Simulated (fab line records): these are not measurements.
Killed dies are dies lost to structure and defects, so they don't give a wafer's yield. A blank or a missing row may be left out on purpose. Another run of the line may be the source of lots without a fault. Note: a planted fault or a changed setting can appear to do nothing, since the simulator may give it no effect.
A lot that was struck, set against a sound lot | flow n5_finfet | 38 out of 1938 route steps
Sound: the wafers L901.1, L901.3, L901.6. Struck: wafers L906.1, L906.4, L906.6. The cause is named last.
For every step that has rows: the tool of each side, followed by ch and its chambers, followed by its first start. Under that, the readings that differ: sound wafers | struck wafers | difference of the means | sigmas: that difference in standard deviations of wafers without a fault.
alike: words and numbers the same on both sides, and readings whose means are apart by under 2 such deviations; not compared: readings that were withheld, readings missing a value for some wafer, numbers with overlapping values and no deviation given by the record, and bounds like >300 which may hide the same value.
A row with sigmas, a row that says differs or no value, or rows on one side alone: a step with any of these is where the two part. Numbers that have no deviation but don't overlap get no sigmas and don't part them. Lack of a reading on every wafer of one side parts them only where that side has two or more wafers.

first, 12 steps without rows for these wafers: N5_SD_EPI_P_STRIP_38 (strips in N2/H2); N5_SD_EPI_P_ETCHBACK_46 (etches SiNx in CH3F/O2, stops on SiO2, target depth 17.5 nm); N5_SD_EPI_P_ETCH_47 (etches SiOCN in CH3F/O2, target depth 25 nm); N5_SD_EPI_P_ETCH_16 (etches SiO2 in CHF3/O2, target depth 5 nm); N5_SD_EPI_P_STRIP_50 (strips in CHF3/O2); N5_SD_EPI_P_SD_RECESS_17 (chemistry HBr/Cl2/O2, target depth 39.1 nm, bt time 3 s); N5_SD_EPI_P_WET_ETCH_45 (etches SiO2 in dHF, time 10.7 s, target depth 2 nm, rinse time 30 s); N5_SD_EPI_P_STRIP_40 (strips in N2/H2); N5_SD_EPI_P_PRECLEAN_52 (cleans in O3/DIW, time 60 s); N5_SD_EPI_P_SRD_20 (time 30 s); N5_SD_EPI_P_PRECLEAN_51 (cleans in NF3:NH3, afs cycles 1, time 20 s, sublimation time 60 s); N5_SD_EPI_P_VAPOR_ETCH_44 (etches SiGe30 in NF3/Ar, time 3.3 s).
N5_SD_EPI_P_EPI_21: deposits SiGe:B, time 355 s.
  sound on epi_rpcvd-01 ch 0, day 6 00:35; struck on epi_rpcvd-01 ch 0, day 7 00:44
  reading                                     | sound             | struck         | difference | sigmas
  chamber_pressure_Torr (Torr)                | 20.05 20.07 19.98 | 8.81 8.84 8.78 | -11.22     | -99 or more
  model.SiGe-B_of_SD_EPI_P_EPI_21.thk_nm (nm) | 62.2 60.8 61.4    | 44.6 44 44.4   | -17.1      |
  alike: susceptor_temp_C_max
N5_SD_EPI_P_EPI_MEAS_23:
  sound on film_metro-01 at day 6 03:31; struck on film_metro-01 at day 7 03:40
  reading     | sound          | struck         | difference | sigmas
  thk_nm (nm) | 64.1 61.4 60.4 | 44.8 43.2 43.6 | -18.1      | -15
then, 8 steps without rows for these wafers: N5_SD_EPI_P_HM_STRIP_48 (strips SiNx in H3PO4, material SiNx, target depth 3 nm); N5_SD_EPI_P_SRD_49 (time 30 s); N5_SD_EPI_P_PRECLEAN_24 (cleans in O3/DIW, time 45 s); N5_SD_EPI_P_PRECLEAN_32 (cleans in dHF, time 10 s); N5_SD_EPI_P_PRECLEAN_33 (cleans in SC2, time 45 s); N5_SD_EPI_P_SRD_25 (time 30 s); N5_SD_ACTIVATION_RTA_00 (time 0 s); N5_SD_ACTIVATION_LSA_01 (time 0.0008 s).
N5_SD_ACTIVATION_RS_MEAS_03: uses a four-point probe to measure.
  sound on film_metro-02 at day 6 04:12; struck on film_metro-02 at day 7 04:23
  reading          | sound          | struck          | difference | sigmas
  RS_SD_P (ohm/sq) | 55.3 56.7 56.6 | 97.7 100.0 98.5 | +42.5      | +47
  alike: RS_SD_N
then, 12 steps without rows for these wafers: N5_ILD0_LINER_00 (material SiNx, target thk 4 nm, pulse time 1 s, purge time 2 s); N5_ILD0_FCVD_FILL_01 (material SiO2 flowable, target thk 200 nm, time 328.3 s); N5_ILD0_CURE_02 (time 1800 s); N5_ILD0_CMP_03 (polishes, stops on SiNx, t overpolish 1.9 s, target thk 197.38 nm); N5_ILD0_CMP_07 (polishes SiO2 flowable, stops on poly-Si, t overpolish 1.18 s, target thk 138.88 nm); N5_ILD0_PRECLEAN_10 (cleans in NF3:NH3, afs cycles 5, time 20 s, sublimation time 60 s); N5_ILD0_ALD_15 (deposits SiNx, target thk 24 nm, pulse time 1 s, ald cycles 480); N5_ILD0_CMP_12 (polishes SiNx, stops on poly-Si, t overpolish 6 s, target thk 17.67 nm); N5_SDB_HM_DEP_00 (deposits SiNx from SiH4/NH3/N2, target thk 40 nm, time 35.3 s); N5_SDB_COAT_03 (time 60 s, resist thk 100 nm); N5_SDB_COAT_04 (time 60 s, resist thk 18 nm); N5_SDB_COAT_05 (resist thk 90 nm).
N5_MOL_CONTACT_COAG_ETCH_110: etches Si in CF4/O2, target depth 2.5 nm, time 8 s.
  sound on rie_diel-03 ch 0,1, day 7 10:44; struck on rie_diel-01 ch 1,3, day 8 10:03
  reading                                     | sound        | struck       | difference | sigmas
  model.SiGe-B_of_SD_EPI_P_EPI_21.thk_nm (nm) | 59.2 58 58.6 | 42.4 42 42.2 | -16.4      |
  alike: drypump_motor_current_A, oes_product_au, rf_vpp_V, showerhead_plenum_p_Torr, throttle_valve_pct
  not compared: rf_hours_counter_h
-- record jumps: 3 days separate the struck wafers' starts on either side; left off in module MOL_CONTACT_COAG, taken up again in module BEOL_M4, whose first shown step is the route's number 1111 --
N5_BEOL_M4_RC_MEAS_101:
  sound on prober-01 ch 0, day 11 11:25; struck on prober-01 ch 0, day 11 18:04
  reading             | sound             | struck            | difference | sigmas
  IOFF_P (nA/um)      | 0.24 0.35 0.22    | 0.14 0.12 0.16    | -0.13      | -2
  ION_P (uA/um)       | 473 487 476       | 411 415 417       | -64        | -7
  RC_DENSE_P (ohm.um) | 25.9 24.6 24.7    | 29.4 28.6 28.2    | +3.7       | +5
  RC_P (ohm.um)       | 21.0 20.0 20.2    | 24.0 23.4 22.9    | +3.0       | +5
  REXT_P (ohm.um)     | 102.3 100.0 101.9 | 141.2 140.6 138.7 | +38.8      | +13
  RS_SD_P (ohm/sq)    | 64.6 66.3 65.8    | 112.9 113.6 113.2 | +47.7      | +50
  VT_P (mV)           | -246 -242 -249    | -261 -264 -261    | -16        | -5
  VT_P_LVT (mV)       | -96 -91 -97       | -112 -115 -110    | -18        | -5
  alike: DIBL_N, DIBL_P, IOFF_N, ION_N, SS_N, SS_P, VT_N
-- the record jumps here: 5 days lie between the struck wafers' starts before and after (it left off in module BEOL_M4 and takes up again in module PASSIVATION, whose first step shown is number 1936 of the route) --
N5_PASSIVATION_PROBE_49:
  record: rows for the struck wafers here (prober-01, day 16 14:30), none for the sound ones

== WHERE THEY PART ==
Last at N5_PASSIVATION_PROBE_49 as far as this record goes, first at N5_SD_EPI_P_EPI_21.

WHY: what the simulator had put in
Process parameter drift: epi_rpcvd-01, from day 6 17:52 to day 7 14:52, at N5_SD_EPI_P_EPI_21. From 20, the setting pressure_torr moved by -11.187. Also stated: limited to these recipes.
